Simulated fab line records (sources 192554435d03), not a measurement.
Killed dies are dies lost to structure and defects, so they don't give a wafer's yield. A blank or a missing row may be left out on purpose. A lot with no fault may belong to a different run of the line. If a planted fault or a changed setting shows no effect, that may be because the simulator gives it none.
What tool caused it?	flow n5-finfet	Sampling: 24 lots, 72 wafers, 3 of 1938 route steps

== WHAT EACH GAUGE READ, for each wafer ==
N5_BEOL_M1_CD_MEAS_18: pitch 36 nm, target cd 18 nm.
lot	measured	on	cd-nm (nm)
L074	day 6 06:16	cd-sem-02	18.0 18.2 18.0
L075	day 6 10:49	cd-sem-01	17.4 17.5 17.9
L076	day 6 17:20	cd-sem-02	18.2 18.1 18.0
L077	day 6 20:56	cd-sem-01	18.2 18.0 17.9
L078	day 7 00:17	cd-sem-02	17.5 17.6 17.9
L079	day 7 13:19	cd-sem-03	18.3 18.0 18.0
L080	day 7 17:04	cd-sem-01	17.9 17.9 17.5
L081	day 7 18:46	cd-sem-03	17.9 18.0 18.2
L083	day 8 10:19	cd-sem-03	18.4 17.9 18.0
L082	day 8 10:31	cd-sem-01	18.1 17.9 17.9
L084	day 9 00:29	cd-sem-02	17.7 18.1 17.9
L085	day 9 02:46	cd-sem-02	18.6 18.2 18.0
L086	day 9 06:38	cd-sem-03	18.4 18.4 18.2
L087	day 9 14:21	cd-sem-02	18.0 18.1 17.8
L088	day 10 02:01	cd-sem-01	17.5 18.0 17.4
L089	day 10 03:50	cd-sem-02	17.9 17.2 18.1
L090	day 10 08:18	cd-sem-03	17.7 17.7 18.3
L092	day 10 11:24	cd-sem-02	17.9 17.9 18.3
L091	day 10 20:01	cd-sem-02	17.7 18.5 18.2
L093	day 10 22:28	cd-sem-02	18.6 17.6 17.9
L094	day 11 01:14	cd-sem-01	17.5 17.5 17.5
L095	day 11 04:31	cd-sem-02	18.6 18.2 17.8
L096	day 11 14:58	cd-sem-02	18.0 18.1 17.7
L097	day 12 04:45	cd-sem-02	18.0 18.2 18.0

== TOOL THAT RAN EACH LOT (tool first, then ch and the chambers of the sampled wafers, then the start) ==
lot	N5_BEOL_M0_ANNEAL_119	N5_BEOL_M0_PRE_CLEAN_131
L074	rtp-anneal-01 ch 0, day 6 01:07	cvd-co-02 ch 0,2, day 6 01:47
L075	rtp-anneal-01 ch 0, day 6 07:24	cvd-co-01 ch 0,2, day 6 07:59
L076	rtp-anneal-02 ch 0, day 6 13:32	cvd-co-02 ch 0,2, day 6 14:12
L077	rtp-anneal-01 ch 0, day 6 17:06	cvd-co-01 ch 0,1,2, day 6 18:02
L078	rtp-anneal-01 ch 0, day 6 22:10	cvd-co-02 ch 0,1,2, day 6 22:49
L079	rtp-anneal-02 ch 0, day 7 09:42	cvd-co-01 ch 0,1,2, day 7 10:19
L080	rtp-anneal-02 ch 0, day 7 12:04	cvd-co-01 ch 0,1,2, day 7 12:42
L081	rtp-anneal-01 ch 0, day 7 16:26	cvd-co-01 ch 0,1,2, day 7 17:02
L083	rtp-anneal-02 ch 0, day 8 04:38	cvd-co-01 ch 1,2, day 8 05:16
L082	rtp-anneal-01 ch 0, day 8 04:56	cvd-co-02 ch 0,2, day 8 05:29
L084	rtp-anneal-02 ch 0, day 8 19:38	cvd-co-02 ch 0,1,2, day 8 21:38
L085	rtp-anneal-02 ch 0, day 9 00:13	cvd-co-02 ch 1,2, day 9 00:46
L086	rtp-anneal-01 ch 0, day 9 02:08	cvd-co-01 ch 0,1,2, day 9 02:43
L087	rtp-anneal-01 ch 0, day 9 12:09	cvd-co-02 ch 1,2, day 9 12:47
L088	rtp-anneal-01 ch 0, day 9 23:51	cvd-co-01 ch 0,2, day 10 00:28
L089	rtp-anneal-01 ch 0, day 10 00:54	cvd-co-02 ch 0,1, day 10 01:29
L090	rtp-anneal-02 ch 0, day 10 03:58	cvd-co-02 ch 0,1,2, day 10 04:29
L092	rtp-anneal-01 ch 0, day 10 09:05	cvd-co-02 ch 0,2, day 10 09:37
L091	rtp-anneal-01 ch 0, day 10 17:17	cvd-co-02 ch 0,2, day 10 17:52
L093	rtp-anneal-01 ch 0, day 10 19:58	cvd-co-02 ch 1,2, day 10 20:38
L094	rtp-anneal-01 ch 0, day 10 21:32	cvd-co-01 ch 1,2, day 10 22:27
L095	rtp-anneal-02 ch 0, day 11 01:23	cvd-co-01 ch 1,2, day 11 02:10
L096	rtp-anneal-02 ch 0, day 11 09:04	cvd-co-02 ch 0,2, day 11 09:43
L097	rtp-anneal-02 ch 0, day 12 00:48	cvd-co-02 ch 0,1,2, day 12 01:41
- N5_BEOL_M0_ANNEAL_119: time 90 s.
- N5_BEOL_M0_PRE_CLEAN_131: time 15 s.

== WHAT THE TOOLS THEMSELVES READ (means of the sampled wafers that have a number; where no wafer has one, the mark that the record gives instead) ==
N5_BEOL_M0_ANNEAL_119.
lot	tool	wafer_temp_C_max
L074	rtp-anneal-01	226.1
L075	rtp-anneal-01	226.1
L076	rtp-anneal-02	226.4
L077	rtp-anneal-01	226.0
L078	rtp-anneal-01	226.3
L079	rtp-anneal-02	226.5
L080	rtp-anneal-02	226.5
L081	rtp-anneal-01	226.0
L083	rtp-anneal-02	226.5
L082	rtp-anneal-01	226.0
L084	rtp-anneal-02	226.4
L085	rtp-anneal-02	226.9
L086	rtp-anneal-01	226.0
L087	rtp-anneal-01	226.1
L088	rtp-anneal-01	226.0
L089	rtp-anneal-01	226.2
L090	rtp-anneal-02	226.3
L092	rtp-anneal-01	225.9
L091	rtp-anneal-01	226.2
L093	rtp-anneal-01	226.0
L094	rtp-anneal-01	226.2
L095	rtp-anneal-02	226.8
L096	rtp-anneal-02	226.3
L097	rtp-anneal-02	226.5

N5_BEOL_M0_PRE_CLEAN_131.
lot	tool	heater-power-w (W)	rf-fwd-power-W (W)
L074	cvd-co-02	94	295.6
L075	cvd-co-01	100	295.9
L076	cvd-co-02	89	297.4
L077	cvd-co-01	91	295.8
L078	cvd-co-02	90	297.0
L079	cvd-co-01	89	295.2
L080	cvd-co-01	91	296.1
L081	cvd-co-01	90	295.7
L083	cvd-co-01	89	294.9
L082	cvd-co-02	96	295.0
L084	cvd-co-02	89	296.5
L085	cvd-co-02	94	294.7
L086	cvd-co-01	91	295.7
L087	cvd-co-02	89	295.9
L088	cvd-co-01	99	296.4
L089	cvd-co-02	83	296.8
L090	cvd-co-02	90	296.2
L092	cvd-co-02	90	296.7
L091	cvd-co-02	96	294.9
L093	cvd-co-02	89	295.7
L094	cvd-co-01	91	296.1
L095	cvd-co-01	90	295.8
L096	cvd-co-02	90	296.2
L097	cvd-co-02	89	296.9

== THE ANSWER, worked out from the rows above alone ==
Rule: usual is defined by the lots themselves. The widest of any qualifying gaps counts: lots, ordered by their means at a reading, are off when they make up no more than a third of the lots, leave a main group of 4 or more, and stand apart from it by 3 or more times the standard deviation of that group's means. If all means in a main group match to the digits the tables above print for the reading, that group is not used. A lot without any number at a reading at which 4 lots or more have one is off too. All remaining lots with rows at the step are treated as sound. The gauges are gone through in route order, then the tools' own readings, and for those a lot's mean is taken as printed above. The first step at which some lot is off is used, and at that step the reading that is off furthest; a lot without a number counts as furthest.
No lot is off at any reading shown: from this, nothing can be told.

== WHAT THE SIMULATOR HAD INSERTED ==
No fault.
